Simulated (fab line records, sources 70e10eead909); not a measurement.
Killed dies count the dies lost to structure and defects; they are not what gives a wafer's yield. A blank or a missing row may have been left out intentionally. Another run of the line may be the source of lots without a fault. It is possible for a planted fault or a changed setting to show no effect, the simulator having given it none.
What tool caused it? | flow nandHarc | 24 lots with 72 wafers sampled at 6 steps, on a route of 1302 steps

## WHAT THE GAUGES READ, wafer by wafer
The record lacks any reading of a measuring or inspecting step that a usual standard deviation could be used to judge.

## EACH LOT AND THE TOOL THAT RAN IT (in order: tool; ch and the chambers of the sampled wafers; start)
lot  | NHARC_A_STAIRCASE_TRIM_235                   | NHARC_A_STAIRCASE_HM_DEP_456 | NHARC_A_STAIRCASE_ETCH_271        | NHARC_A_STAIRCASE_HM_OPEN_457                | NHARC_A_STAIRCASE_ETCH_294                   | NHARC_A_STAIRCASE_DEP_301
L075 | rieDiel-02 ch 0,2,3, day 16 10:53 or earlier | aclDep-03 ch 0, day 16 10:53 | rieDiel-02 ch 0,1,3, day 16 13:31 | rieDiel-02 ch 0,1,2, day 17 04:59 or earlier | rieDiel-05 ch 0,1,2, day 17 04:59 or earlier | pecvd-04 ch 1,2, day 17 04:59
L074 | rieDiel-05 ch 1,2,3, day 16 21:02 or earlier | aclDep-03 ch 0, day 16 21:02 | rieDiel-05 ch 1,2, day 16 23:39   | rieDiel-05 ch 1,3, day 17 09:55 or earlier   | rieDiel-05 ch 0,2, day 17 09:55 or earlier   | pecvd-03 ch 0,1,2, day 17 09:55
L076 | rieDiel-09 ch 1,2,3, day 17 21:46 or earlier | aclDep-03 ch 0, day 17 21:46 | rieDiel-09 ch 1,2, day 18 00:45   | rieDiel-09 ch 0,2, day 18 11:21 or earlier   | rieDiel-02 ch 1,3, day 18 11:21 or earlier   | pecvd-03 ch 1,2, day 18 11:21
L077 | rieDiel-09 ch 0,1, day 18 00:12 or earlier   | aclDep-01 ch 0, day 18 00:12 | rieDiel-09 ch 0,3, day 18 02:44   | rieDiel-09 ch 0,3, day 18 13:52 or earlier   | rieDiel-09 ch 0,1,2, day 18 13:52 or earlier | pecvd-03 ch 0,1, day 18 13:52
L078 | rieDiel-09 ch 0,3, day 18 03:43 or earlier   | aclDep-01 ch 0, day 18 03:43 | rieDiel-09 ch 2,3, day 18 06:16   | rieDiel-09 ch 0,3, day 18 17:51 or earlier   | rieDiel-02 ch 1,2, day 18 17:51 or earlier   | pecvd-04 ch 0,1,2, day 18 17:51
L080 | rieDiel-02 ch 1,2, day 18 11:14 or earlier   | aclDep-01 ch 0, day 18 11:14 | rieDiel-05 ch 1,3, day 18 14:01   | rieDiel-05 ch 0,3, day 19 01:56 or earlier   | rieDiel-09 ch 1,2, day 19 01:56 or earlier   | pecvd-03 ch 0,1,2, day 19 01:56
L079 | rieDiel-02 ch 0,2,3, day 18 17:46 or earlier | aclDep-01 ch 0, day 18 17:46 | rieDiel-02 ch 0,3, day 18 20:38   | rieDiel-02 ch 1,2,3, day 19 21:00 or earlier | rieDiel-09 ch 1,2,3, day 19 21:00 or earlier | pecvd-03 ch 0,1,2, day 19 21:00
L081 | rieDiel-09 ch 1,2,3, day 19 13:06 or earlier | aclDep-03 ch 0, day 19 13:06 | rieDiel-02 ch 0,3, day 19 15:43   | rieDiel-02 ch 0,2,3, day 20 10:32 or earlier | rieDiel-09 ch 0,1,2, day 20 10:32 or earlier | pecvd-04 ch 1,2, day 20 10:32
L082 | rieDiel-02 ch 1,2, day 19 14:34 or earlier   | aclDep-02 ch 0, day 19 14:34 | rieDiel-09 ch 0,1,3, day 19 17:29 | rieDiel-09 ch 0,3, day 20 12:25 or earlier   | rieDiel-09 ch 0,1,3, day 20 12:25 or earlier | pecvd-04 ch 0,1,2, day 20 12:25
L083 | rieDiel-09 ch 0,3, day 19 20:51 or earlier   | aclDep-03 ch 0, day 19 20:51 | rieDiel-02 ch 1,2,3, day 19 23:41 | rieDiel-02 ch 0,1,2, day 20 15:32 or earlier | rieDiel-02 ch 0,2,3, day 20 15:32 or earlier | pecvd-04 ch 0,1,2, day 20 15:32
L084 | rieDiel-05 ch 0,1, day 20 01:10 or earlier   | aclDep-03 ch 0, day 20 01:10 | rieDiel-09 ch 1,2,3, day 20 03:34 | rieDiel-09 ch 1,2, day 20 16:22 or earlier   | rieDiel-05 ch 0,1, day 20 16:22 or earlier   | pecvd-02 ch 0,1,2, day 20 16:22
L085 | rieDiel-02 ch 0,1,2, day 20 23:38 or earlier | aclDep-03 ch 0, day 20 23:38 | rieDiel-05 ch 0,2,3, day 21 02:34 | rieDiel-05 ch 0,1,2, day 21 20:06 or earlier | rieDiel-05 ch 0,1,2, day 21 20:06 or earlier | pecvd-04 ch 0,1,2, day 21 20:06
L086 | rieDiel-05 ch 0,2,3, day 21 03:55 or earlier | aclDep-02 ch 0, day 21 03:55 | rieDiel-05 ch 0,2,3, day 21 06:50 | rieDiel-05 ch 0,1, day 21 21:45 or earlier   | rieDiel-09 ch 1,2,3, day 21 21:45 or earlier | pecvd-03 ch 0,1,2, day 21 21:45
L088 | rieDiel-05 ch 0,2,3, day 22 04:52 or earlier | aclDep-01 ch 0, day 22 04:52 | rieDiel-09 ch 0,1,2, day 22 07:50 | rieDiel-09 ch 0,2,3, day 22 23:29 or earlier | rieDiel-02 ch 0,1,2, day 22 23:29 or earlier | pecvd-04 ch 0,1,2, day 22 23:29
L087 | rieDiel-05 ch 0,1, day 22 07:48 or earlier   | aclDep-03 ch 0, day 22 07:48 | rieDiel-09 ch 1,2, day 22 10:26   | rieDiel-09 ch 1,2, day 22 21:01 or earlier   | rieDiel-09 ch 1,2, day 22 21:01 or earlier   | pecvd-03 ch 0,2, day 22 21:01
L089 | rieDiel-05 ch 1,2, day 22 17:37 or earlier   | aclDep-03 ch 0, day 22 17:37 | rieDiel-09 ch 1,3, day 22 20:32   | rieDiel-09 ch 0,1, day 23 12:06 or earlier   | rieDiel-09 ch 0,2,3, day 23 12:06 or earlier | pecvd-02 ch 0,1,2, day 23 12:06
L090 | rieDiel-02 ch 2,3, day 23 11:35 or earlier   | aclDep-03 ch 0, day 23 11:35 | rieDiel-05 ch 0,1,2, day 23 13:54 | rieDiel-05 ch 1,3, day 24 00:23 or earlier   | rieDiel-09 ch 0,1,3, day 24 00:23 or earlier | pecvd-04 ch 0,2, day 24 00:23
L092 | rieDiel-09 ch 0,1,2, day 23 13:28 or earlier | aclDep-03 ch 0, day 23 13:28 | rieDiel-05 ch 0,1,2, day 23 16:29 | rieDiel-05 ch 0,1, day 24 02:48 or earlier   | rieDiel-09 ch 0,1, day 24 02:48 or earlier   | pecvd-02 ch 0,1,2, day 24 02:48
L091 | rieDiel-05 ch 0,2,3, day 23 15:37 or earlier | aclDep-03 ch 0, day 23 15:37 | rieDiel-02 ch 0,1,2, day 23 18:18 | rieDiel-02 ch 2,3, day 24 04:53 or earlier   | rieDiel-02 ch 0,3, day 24 04:53 or earlier   | pecvd-02 ch 0,2, day 24 04:53
L093 | rieDiel-05 ch 0,1,3, day 24 11:38 or earlier | aclDep-03 ch 0, day 24 11:38 | rieDiel-05 ch 1,2,3, day 24 14:37 | rieDiel-05 ch 0,1,2, day 25 00:38 or earlier | rieDiel-02 ch 1,2, day 25 00:38 or earlier   | pecvd-04 ch 0,1,2, day 25 00:38
L094 | rieDiel-09 ch 0,1, day 25 03:59 or earlier   | aclDep-02 ch 0, day 25 03:59 | rieDiel-09 ch 0,3, day 25 07:01   | rieDiel-09 ch 1,3, day 25 21:10 or earlier   | rieDiel-02 ch 0,1,3, day 25 21:10 or earlier | pecvd-03 ch 0,2, day 25 21:10
L096 | rieDiel-05 ch 0,2,3, day 25 09:17 or earlier | aclDep-01 ch 0, day 25 09:17 | rieDiel-02 ch 1,2,3, day 25 12:20 | rieDiel-02 ch 0,1,3, day 26 02:31 or earlier | rieDiel-05 ch 0,3, day 26 02:31 or earlier   | pecvd-03 ch 1,2, day 26 02:31
L095 | rieDiel-09 ch 0,1,3, day 25 18:20 or earlier | aclDep-01 ch 0, day 25 18:20 | rieDiel-09 ch 0,1,3, day 25 21:38 | rieDiel-09 ch 1,2,3, day 26 09:44 or earlier | rieDiel-02 ch 0,1,3, day 26 09:44 or earlier | pecvd-04 ch 0,1,2, day 26 09:44
L097 | rieDiel-02 ch 0,2,3, day 26 07:09 or earlier | aclDep-01 ch 0, day 26 07:09 | rieDiel-02 ch 0,3, day 26 09:57   | rieDiel-02 ch 0,1,2, day 27 06:08 or earlier | rieDiel-02 ch 0,3, day 27 06:08 or earlier   | pecvd-04 ch 0,1, day 27 06:08
- NHARC_A_STAIRCASE_TRIM_235: chemistry O2, time 211.2 s.
- NHARC_A_STAIRCASE_HM_DEP_456: deposits aC, target thk 3100 nm.
- NHARC_A_STAIRCASE_ETCH_271: etches the open film in CF4/CHF3.
- NHARC_A_STAIRCASE_HM_OPEN_457: chemistry O2/COS.
- NHARC_A_STAIRCASE_ETCH_294: etches the open film in C4F8/O2/Ar, target depth 4989 nm, time 1211.6 s.
- NHARC_A_STAIRCASE_DEP_301: deposits SiON, target thk 30 nm.

## AS READ BY THE TOOLS THEMSELVES (means over the sampled wafers that have a number; for cases with no such wafer, the mark the record gives instead)
NHARC_A_STAIRCASE_TRIM_235.
lot  | tool       | drypumpMotorCurrentA (A) | oesProductAu (a.u.) | rfVppV (V) | showerheadPlenumPTorr (Torr) | throttleValvePct (%)
L075 | rieDiel-02 | 5.7                      | 0.999               | 57.2       | 3.47                         | 17.043
L074 | rieDiel-05 | 6.0                      | 0.996               | 57.8       | 3.58                         | 17.038
L076 | rieDiel-09 | 5.4                      | 1.002               | 57.9       | 3.52                         | 17.037
L077 | rieDiel-09 | 5.6                      | 1.009               | 57.3       | 3.43                         | 17.036
L078 | rieDiel-09 | 5.4                      | 1.000               | 57.6       | 3.56                         | 17.034
L080 | rieDiel-02 | 5.7                      | 1.006               | 57.6       | 3.39                         | 17.031
L079 | rieDiel-02 | 5.7                      | 0.993               | 58.1       | 3.47                         | 17.036
L081 | rieDiel-09 | 5.4                      | 0.994               | 57.3       | 3.52                         | 17.034
L082 | rieDiel-02 | 5.4                      | 1.006               | 57.2       | 3.34                         | 17.048
L083 | rieDiel-09 | 5.9                      | 1.009               | 57.4       | 3.49                         | 17.037
L084 | rieDiel-05 | 6.0                      | 0.997               | 57.6       | 3.34                         | 17.027
L085 | rieDiel-02 | 5.7                      | 0.998               | 57.3       | 3.35                         | 17.036
L086 | rieDiel-05 | 5.9                      | 0.994               | 58.0       | 3.56                         | 17.029
L088 | rieDiel-05 | 6.0                      | 1.004               | 57.9       | 3.55                         | 17.043
L087 | rieDiel-05 | 6.0                      | 0.998               | 57.4       | 3.33                         | 17.036
L089 | rieDiel-05 | 6.0                      | 1.002               | 57.6       | 3.47                         | 17.036
L090 | rieDiel-02 | 5.6                      | 1.000               | 58.1       | 3.59                         | 17.047
L092 | rieDiel-09 | 5.9                      | 0.996               | 57.9       | 3.43                         | 17.047
L091 | rieDiel-05 | 6.0                      | 0.996               | 57.8       | 3.55                         | 17.031
L093 | rieDiel-05 | 5.9                      | 0.997               | 56.9       | 3.41                         | 17.031
L094 | rieDiel-09 | 6.0                      | 0.993               | 56.9       | 3.40                         | 17.031
L096 | rieDiel-05 | 6.0                      | 1.008               | 57.7       | 3.54                         | 17.042
L095 | rieDiel-09 | 5.5                      | 1.005               | 57.5       | 3.46                         | 17.041
L097 | rieDiel-02 | 5.8                      | 1.004               | 58.3       | 3.62                         | 17.038

NHARC_A_STAIRCASE_HM_DEP_456.
lot  | tool      | throttleValvePct (%)
L075 | aclDep-03 | 35.005
L074 | aclDep-03 | 35.000
L076 | aclDep-03 | 35.006
L077 | aclDep-01 | 34.987
L078 | aclDep-01 | 35.007
L080 | aclDep-01 | 34.996
L079 | aclDep-01 | 34.997
L081 | aclDep-03 | 35.010
L082 | aclDep-02 | 34.991
L083 | aclDep-03 | 34.993
L084 | aclDep-03 | 35.002
L085 | aclDep-03 | 34.998
L086 | aclDep-02 | 34.995
L088 | aclDep-01 | 35.002
L087 | aclDep-03 | 35.001
L089 | aclDep-03 | 35.004
L090 | aclDep-03 | 35.005
L092 | aclDep-03 | 34.994
L091 | aclDep-03 | 35.008
L093 | aclDep-03 | 35.001
L094 | aclDep-02 | 34.999
L096 | aclDep-01 | 35.000
L095 | aclDep-01 | 35.001
L097 | aclDep-01 | 34.994

NHARC_A_STAIRCASE_ETCH_271.
lot  | tool       | chf3FlowSccm (sccm) | drypumpMotorCurrentA (A) | oesProductAu (a.u.) | rfVppV (V) | showerheadPlenumPTorr (Torr) | throttleValvePct (%)
L075 | rieDiel-02 | 30.04               | 6.0                      | 0.948               | 370.1      | 1.57                         | 16.808
L074 | rieDiel-05 | 30.03               | 6.1                      | 0.946               | 371.8      | 1.61                         | 16.800
L076 | rieDiel-09 | 29.91               | 5.5                      | 0.954               | 369.8      | 1.54                         | 16.805
L077 | rieDiel-09 | 29.94               | 5.4                      | 0.927               | 372.1      | 1.59                         | 16.802
L078 | rieDiel-09 | 30.00               | 5.7                      | 0.964               | 371.4      | 1.58                         | 16.799
L080 | rieDiel-05 | 29.96               | 6.0                      | 0.956               | 369.4      | 1.53                         | 16.801
L079 | rieDiel-02 | 30.03               | 6.1                      | 0.946               | 370.0      | 1.55                         | 16.799
L081 | rieDiel-02 | 30.05               | 6.0                      | 0.981               | 371.7      | 1.62                         | 16.801
L082 | rieDiel-09 | 29.91               | 5.5                      | 0.970               | 370.0      | 1.56                         | 16.808
L083 | rieDiel-02 | 30.04               | 5.6                      | 0.972               | 369.7      | 1.56                         | 16.804
L084 | rieDiel-09 | 30.05               | 5.4                      | 0.914               | 370.2      | 1.57                         | 16.795
L085 | rieDiel-05 | 29.97               | 5.9                      | 0.963               | 371.3      | 1.59                         | 16.807
L086 | rieDiel-05 | 30.06               | 5.9                      | 0.965               | 370.9      | 1.59                         | 16.800
L088 | rieDiel-09 | 30.03               | 5.8                      | 0.967               | 368.8      | 1.53                         | 16.806
L087 | rieDiel-09 | 30.12               | 5.5                      | 0.972               | 369.7      | 1.53                         | 16.806
L089 | rieDiel-09 | 30.06               | 5.1                      | 0.943               | 370.4      | 1.58                         | 16.801
L090 | rieDiel-05 | 30.01               | 6.0                      | 0.959               | 369.6      | 1.54                         | 16.802
L092 | rieDiel-05 | 29.99               | 6.0                      | 0.924               | 370.1      | 1.54                         | 16.811
L091 | rieDiel-02 | 29.97               | 5.7                      | 0.967               | 366.6      | 1.49                         | 16.809
L093 | rieDiel-05 | 29.98               | 6.0                      | 0.926               | 370.7      | 1.58                         | 16.805
L094 | rieDiel-09 | 30.08               | 5.9                      | 0.924               | 370.3      | 1.54                         | 16.806
L096 | rieDiel-02 | 30.01               | 5.6                      | 0.935               | 371.9      | 1.63                         | 16.796
L095 | rieDiel-09 | 30.03               | 5.5                      | 0.974               | 369.9      | 1.54                         | 16.801
L097 | rieDiel-02 | 29.91               | 6.0                      | 0.976               | 371.5      | 1.60                         | 16.805

NHARC_A_STAIRCASE_HM_OPEN_457.
lot  | tool       | drypumpMotorCurrentA (A) | oesProductAu (a.u.) | rfVppV (V) | showerheadPlenumPTorr (Torr) | throttleValvePct (%)
L075 | rieDiel-02 | 5.7                      | 0.996               | 464        | 2.97                         | 28.331
L074 | rieDiel-05 | 6.0                      | 0.998               | 466        | 3.05                         | 28.327
L076 | rieDiel-09 | 6.1                      | 1.000               | 466        | 3.08                         | 28.328
L077 | rieDiel-09 | 5.4                      | 0.997               | 467        | 3.15                         | 28.328
L078 | rieDiel-09 | 5.9                      | 1.005               | 467        | 3.09                         | 28.323
L080 | rieDiel-05 | 5.8                      | 0.996               | 465        | 3.03                         | 28.340
L079 | rieDiel-02 | 5.7                      | 1.002               | 466        | 3.10                         | 28.331
L081 | rieDiel-02 | 5.8                      | 0.999               | 466        | 3.07                         | 28.325
L082 | rieDiel-09 | 5.9                      | 1.002               | 466        | 3.08                         | 28.335
L083 | rieDiel-02 | 5.8                      | 1.001               | 463        | 2.96                         | 28.328
L084 | rieDiel-09 | 5.5                      | 0.997               | 466        | 3.05                         | 28.327
L085 | rieDiel-05 | 6.0                      | 1.001               | 466        | 3.06                         | 28.333
L086 | rieDiel-05 | 5.9                      | 0.998               | 464        | 2.94                         | 28.325
L088 | rieDiel-09 | 5.8                      | 0.994               | 467        | 3.10                         | 28.332
L087 | rieDiel-09 | 5.7                      | 0.997               | 466        | 3.06                         | 28.336
L089 | rieDiel-09 | 5.6                      | 1.002               | 465        | 3.02                         | 28.336
L090 | rieDiel-05 | 5.9                      | 0.983               | 467        | 3.11                         | 28.330
L092 | rieDiel-05 | 6.0                      | 0.994               | 463        | 2.93                         | 28.329
L091 | rieDiel-02 | 5.6                      | 0.998               | 468        | 3.18                         | 28.330
L093 | rieDiel-05 | 6.0                      | 1.008               | 466        | 3.05                         | 28.324
L094 | rieDiel-09 | 5.1                      | 1.012               | 466        | 3.07                         | 28.328
L096 | rieDiel-02 | 6.0                      | 1.013               | 467        | 3.09                         | 28.324
L095 | rieDiel-09 | 5.4                      | 0.998               | 467        | 3.08                         | 28.324
L097 | rieDiel-02 | 5.8                      | 1.008               | 467        | 3.10                         | 28.338

NHARC_A_STAIRCASE_ETCH_294.
lot  | tool       | oesProductAu (a.u.) | rfVppV (V)
L075 | rieDiel-05 | 0.920               | 1823
L074 | rieDiel-05 | 0.925               | 1823
L076 | rieDiel-02 | 0.936               | 1838
L077 | rieDiel-09 | 0.937               | 1821
L078 | rieDiel-02 | 0.936               | 1814
L080 | rieDiel-09 | 0.924               | 1823
L079 | rieDiel-09 | 0.934               | 1826
L081 | rieDiel-09 | 0.936               | 1821
L082 | rieDiel-09 | 0.938               | 1824
L083 | rieDiel-02 | 0.921               | 1821
L084 | rieDiel-05 | 0.930               | 1812
L085 | rieDiel-05 | 0.939               | 1822
L086 | rieDiel-09 | 0.945               | 1826
L088 | rieDiel-02 | 0.929               | 1812
L087 | rieDiel-09 | 0.940               | 1819
L089 | rieDiel-09 | 0.935               | 1825
L090 | rieDiel-09 | 0.921               | 1822
L092 | rieDiel-09 | 0.937               | 1818
L091 | rieDiel-02 | 0.931               | 1832
L093 | rieDiel-02 | 0.936               | 1811
L094 | rieDiel-02 | 0.954               | 1823
L096 | rieDiel-05 | 0.933               | 1817
L095 | rieDiel-02 | 0.950               | 1822
L097 | rieDiel-02 | 0.937               | 1820

NHARC_A_STAIRCASE_DEP_301.
lot  | tool     | heaterPowerW (W)
L075 | pecvd-04 | 717
L074 | pecvd-03 | 782
L076 | pecvd-03 | 769
L077 | pecvd-03 | 822
L078 | pecvd-04 | 767
L080 | pecvd-03 | 742
L079 | pecvd-03 | 768
L081 | pecvd-04 | 701
L082 | pecvd-04 | 780
L083 | pecvd-04 | 760
L084 | pecvd-02 | 742
L085 | pecvd-04 | 797
L086 | pecvd-03 | 793
L088 | pecvd-04 | 767
L087 | pecvd-03 | 760
L089 | pecvd-02 | 747
L090 | pecvd-04 | 753
L092 | pecvd-02 | 707
L091 | pecvd-02 | 743
L093 | pecvd-04 | 771
L094 | pecvd-03 | 773
L096 | pecvd-03 | 799
L095 | pecvd-04 | 749
L097 | pecvd-04 | 748

## THE ANSWER, worked out from the rows above alone
Rule: the lots themselves supply what counts as usual. Put in order of their means at a reading, lots are off if they are a third of the lots or fewer, leave a main group of 4 or more, and stand apart from it by a gap of 3 or more times the standard deviation of the main group's means; of several such gaps the widest counts. The tables above print the reading to a certain number of digits; a main group whose means all agree to those digits is not used. A lot without any number at a reading at which 4 lots or more have one is off too. All remaining lots with rows at the step are treated as sound. Order of review: gauges by route order, followed by the tools' own readings, for which a lot's mean as printed above is used. The first step at which some lot is off is used, and at that step the reading that is off furthest; a lot without a number counts as furthest.
No lot is off at any reading shown: from this, nothing can be told.

## WHAT WAS PUT IN BY THE SIMULATOR
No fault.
